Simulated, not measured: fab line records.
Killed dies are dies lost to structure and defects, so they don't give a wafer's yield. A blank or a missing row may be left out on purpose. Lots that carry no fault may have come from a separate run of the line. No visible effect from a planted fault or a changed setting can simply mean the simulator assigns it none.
Matching of chambers	flow n5-finfet	N5_FIN_SAQP_SPACER2_ALD_28 on ald-sin-02 has 4 sister chambers
The step deposits SiO2, target thk 8.1 nm, pulse time 1 s, purge time 2 s. 4 wafers are shown with their chamber, then 9 later ones without.

WAFERS, EACH WITH ITS CHAMBER
wafer	chamber	heater-power-outer-w (W)
L084.4	2	263
L086.1	1	299
L086.3	0	210
L086.4	3	294

WAFERS WHOSE CHAMBER IS MISSING
wafer	heater-power-outer-w (W)
L088.3	262
L088.5	291
L088.6	217
L092.2	264
L092.4	216
L092.5	214
L096.2	294
L096.3	288
L096.5	213

WHICH CHAMBER EACH ONE RAN IN
wafer	from the rows above	in truth
L088.3	2	2
L088.5	can't be placed: 3 or 1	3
L088.6	0	0
L092.2	2	2
L092.4	0	0
L092.5	0	0
L096.2	can't be placed: 3 or 1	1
L096.3	can't be placed: 3 or 1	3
L096.5	0	0
Correctly placed: 6 of 9. From these rows, 3 cannot be placed; in 3 the true chamber is one of the candidates. 0 placed wrongly.
How it was worked out, from the rows above alone: a wafer's distance from a chamber is the root of the sum, over the readings, of the square of ((its reading less the chamber's mean) divided by the reading's scatter). If the next closest chamber is less than 2 further off than the closest, the wafer can't be placed; otherwise it belongs to the closest. For every chamber, the mean is computed from those of its wafers that are shown. The scatter (one wafer shown for each chamber): square how far every hidden wafer sits from the nearest shown wafer, average those squares and take the square root.
